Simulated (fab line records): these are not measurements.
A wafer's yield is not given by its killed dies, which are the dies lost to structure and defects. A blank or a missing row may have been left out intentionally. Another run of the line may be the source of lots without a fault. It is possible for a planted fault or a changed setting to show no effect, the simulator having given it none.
Split-lot experiment + flow n5-finfet + 21 wafers read from 7 lots, route of 1938 steps

== THE SPLIT ITSELF ==
At N5_DUMMY_GATE_COAT_09 (resist thk 30 nm), the setting spin-rpm was moved away from the recipe's 1500 rpm on 8 of the 21 wafers read, by -10.7% to +9.4%. This setting was run at the recipe's value on the other wafers.

The reading comes from the split's own step.

== THE READING ==
CAR-EUV_of_DUMMY_GATE_COAT_09.thk-nm (the simulator's own value, which no gauge read), in nm, at N5_DUMMY_GATE_COAT_09 (resist thk 30 nm). The file does not state a usual value for it. The 13 wafers here that ran the recipe average 30.0 nm, standard deviation 0.12 nm.

| wafer  | tool, chamber at the split | spin-rpm as run, rpm | against the recipe | CAR-EUV_of_DUMMY_GATE_COAT_09.thk-nm, nm | against lot-mates on the recipe |
|--------|----------------------------|----------------------|--------------------|------------------------------------------|---------------------------------|
| L075.1 | litho-track-02, 0          | 1500                 | recipe             | 30                                       | -                               |
| L075.3 | litho-track-02, 0          | 1624                 | +8.3%              | 29                                       | -1.1                            |
| L075.4 | litho-track-02, 0          | 1500                 | recipe             | 30.2                                     | -                               |
| L077.2 | litho-track-02, 0          | 1363                 | -9.1%              | 31.6                                     | +1.7                            |
| L077.4 | litho-track-02, 0          | 1500                 | recipe             | 30                                       | -                               |
| L077.6 | litho-track-02, 0          | 1500                 | recipe             | 29.8                                     | -                               |
| L084.1 | litho-track-04, 0          | 1500                 | recipe             | 30.2                                     | -                               |
| L084.2 | litho-track-04, 0          | 1500                 | recipe             | 30.2                                     | -                               |
| L084.3 | litho-track-04, 0          | 1340                 | -10.7%             | 32                                       | +1.8                            |
| L088.2 | litho-track-02, 0          | 1500                 | recipe             | 30                                       | -                               |
| L088.3 | litho-track-02, 0          | 1500                 | recipe             | 30                                       | -                               |
| L088.6 | litho-track-02, 0          | 1500                 | recipe             | 30                                       | -                               |
| L089.1 | litho-track-04, 0          | 1641                 | +9.4%              | 28.8                                     | -1.2                            |
| L089.6 | litho-track-04, 0          | 1641                 | +9.4%              | 28.8                                     | -1.2                            |
| L089.5 | litho-track-04, 0          | 1500                 | recipe             | 30                                       | -                               |
| L091.1 | litho-track-04, 0          | 1500                 | recipe             | 30.2                                     | -                               |
| L091.2 | litho-track-04, 0          | 1362                 | -9.2%              | 31.6                                     | +1.4                            |
| L091.3 | litho-track-04, 0          | 1362                 | -9.2%              | 31.6                                     | +1.4                            |
| L092.1 | litho-track-03, 0          | 1500                 | recipe             | 30                                       | -                               |
| L092.2 | litho-track-03, 0          | 1500                 | recipe             | 30                                       | -                               |
| L092.3 | litho-track-03, 0          | 1414                 | -5.7%              | 30.8                                     | +0.8                            |

FIT RESULTS
A straight line over all 21 wafers: CAR-EUV_of_DUMMY_GATE_COAT_09.thk-nm changes by -0.154 nm for each +1% of spin-rpm; r = -0.99; the points scatter about the line by 0.15 nm.
The same after taking each lot's own level away (the mean of its wafers on the recipe; 21 wafers): -0.149 nm for each +1%; r = -0.99; scatter 0.11 nm.
That fit puts the effect of the largest move of spin-rpm on the reading at 1.6 nm.
From 29.90 to 30.20 nm: that is the span of the lots' own levels, equal to 2.6 times the standard deviation above.
The two slopes are in agreement: the lot-to-lot level therefore moves the slope only a little.
Check: +1.6 nm against its lot-mates is what the line predicts for one of the wafers moved furthest among these (-10.7%) when that wafer is left out of the fit. It came out at +1.8 nm against them.

== ADDITIONAL SPLITS CARRIED BY THESE WAFERS ==
Note: prior to the reading, these wafers also went through further splits. Each is held against what the fit with the lots' levels taken away leaves over:
| other split on the same wafers       | wafers away from the commonest value | r with CAR-EUV_of_DUMMY_GATE_COAT_09.thk-nm (lot level and that fit taken away) |
|--------------------------------------|--------------------------------------|---------------------------------------------------------------------------------|
| N5_ZERO_LAYER_COAT_05 spin-rpm       | 11                                   | -0.10                                                                           |
| N5_ZERO_LAYER_EXPOSE_08 dose-mj      | 8                                    | +0.10                                                                           |
| N5_FIN_SAQP_SPACER1_ALD_24 temp-c    | 6                                    | +0.01                                                                           |
| N5_FIN_SAQP_COAT_68 spin-rpm         | 6                                    | +0.31                                                                           |
| N5_STI_FIN_REVEAL_ETCHBACK_08 time-s | 5                                    | -0.01                                                                           |

== FILE'S OWN FIT ==
CAR-EUV_of_DUMMY_GATE_COAT_09.thk-nm changes by -0.154 nm for each +1% of spin-rpm, r = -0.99.
